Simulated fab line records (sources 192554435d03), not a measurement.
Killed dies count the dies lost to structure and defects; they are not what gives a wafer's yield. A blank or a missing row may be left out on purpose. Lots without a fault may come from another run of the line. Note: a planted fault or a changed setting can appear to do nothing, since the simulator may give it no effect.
Matching of chambers + flow n5Finfet + 4 sister chambers for N5_SPACER0_ALD_08 on aldSin-04
The step deposits SiNx, target thk 2 nm. 4 wafers are shown with their chamber, then 10 later ones without.

## WAFERS, EACH WITH ITS CHAMBER
| wafer  | chamber | heaterPowerW (W) |
|--------|---------|------------------|
| L079.4 | 1       | 1005             |
| L090.6 | 3       | 896              |
| L091.1 | 0       | 803              |
| L091.3 | 2       | 765              |

## WAFERS WHOSE CHAMBER IS MISSING
| wafer  | heaterPowerW (W) |
|--------|------------------|
| L091.6 | 761              |
| L095.4 | 733              |
| L095.5 | 885              |
| L095.6 | 787              |
| L096.1 | 1029             |
| L096.3 | 892              |
| L096.5 | 749              |
| L097.2 | 799              |
| L097.4 | 903              |
| L097.5 | 1028             |

## THE CHAMBER EACH PASSED THROUGH
| wafer  | from the rows above     | in truth |
|--------|-------------------------|----------|
| L091.6 | 2                       | 2        |
| L095.4 | 2                       | 2        |
| L095.5 | 3                       | 3        |
| L095.6 | can't be placed: 0 or 2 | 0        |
| L096.1 | 1                       | 1        |
| L096.3 | 3                       | 3        |
| L096.5 | 2                       | 2        |
| L097.2 | can't be placed: 0 or 2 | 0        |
| L097.4 | 3                       | 3        |
| L097.5 | 1                       | 1        |
Correct placement for 8 of the 10. Not placeable from these rows: 2 (in 2, the candidates include the true chamber). Placed wrongly: 0.
How it was worked out, from the rows above alone: a wafer's distance from a chamber is the root of the sum, over the readings, of the square of ((its reading less the chamber's mean) divided by the reading's scatter). If the next closest chamber is less than 2 further off than the closest, the wafer can't be placed; otherwise it belongs to the closest. Each chamber's mean is taken over the wafers shown for it. The scatter: root of mean squared gap, hidden wafer to nearest shown wafer, with one shown wafer a chamber.
